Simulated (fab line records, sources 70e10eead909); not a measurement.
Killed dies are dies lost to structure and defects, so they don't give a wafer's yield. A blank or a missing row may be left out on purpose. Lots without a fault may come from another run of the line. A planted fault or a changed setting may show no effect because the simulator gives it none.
Which tool did it? | flow nand_harc | 24 lots, 72 wafers sampled, at 1 step of a route of 1302

WHAT THE GAUGES READ, wafer by wafer
NHARC_A_ONON_D2_THK_MEAS_24: measures by ellipsometry. Usual: thk_nm 1001 nm, standard deviation 12.
lot  | measured     | on            | thk_nm (nm)    | flag
L074 | day 13 06:13 | film_metro-01 | 1012 1017 1016 |
L075 | day 13 06:15 | film_metro-02 | 996 997 996    |
L076 | day 14 01:16 | film_metro-01 | 1025 1026 1025 |
L078 | day 14 16:25 | film_metro-02 | 1005 1004 1006 |
L077 | day 14 16:26 | film_metro-01 | 1010 1007 1008 |
L080 | day 15 13:01 | film_metro-01 | 996 994 996    |
L079 | day 15 13:01 | film_metro-02 | 1006 1005 1007 |
L081 | day 15 21:17 | film_metro-02 | 993 994 994    |
L082 | day 16 12:09 | film_metro-01 | 991 991 990    |
L083 | day 17 02:47 | film_metro-01 | 1003 1002 1004 |
L086 | day 17 02:48 | film_metro-01 | 1003 1003 1003 |
L085 | day 17 07:07 | film_metro-02 | 991 992 991    |
L084 | day 17 07:08 | film_metro-01 | 1010 1011 1011 |
L087 | day 18 03:37 | film_metro-01 | 987 987 988    |
L088 | day 18 22:24 | film_metro-01 | 1001 1001 1000 |
L089 | day 18 22:25 | film_metro-02 | 988 988 988    |
L090 | day 19 12:26 | film_metro-02 | 1020 1020 1019 |
L091 | day 20 03:42 | film_metro-02 | 1007 1008 1006 |
L092 | day 20 03:42 | film_metro-01 | 985 985 985    |
L093 | day 20 17:42 | film_metro-01 | 982 981 982    |
L094 | day 21 16:13 | film_metro-02 | 1018 1019 1019 |
L095 | day 21 16:14 | film_metro-01 | 1004 1004 1004 |
L096 | day 21 23:05 | film_metro-02 | 999 995 995    |
L097 | day 22 14:04 | film_metro-01 | 983 984 984    |

WHICH TOOL RAN EACH LOT (tool, then ch and the chambers of the sampled wafers, then the start)
The record holds no process step before these readings.

WHAT THE TOOLS THEMSELVES READ (means of the sampled wafers that have a number; where no wafer has one, the mark that the record gives instead)
The record holds no such reading with a usual standard deviation.

THE ANSWER, worked out from the rows above alone
Rule: a lot is off if the mean of its wafers that have a number lies more than 3 standard deviations from the usual mean. A lot without any number at a reading at which 4 lots or more have one is off too. The other lots that the step has rows for count as sound. The gauges are gone through in route order, then the tools' own readings, and for those a lot's mean is taken as printed above. The first step at which some lot is off is used, and at that step the reading that is off furthest; a lot without a number counts as furthest.
No lot is off at any reading shown: from this, nothing can be told.

WHAT THE SIMULATOR HAD PUT IN
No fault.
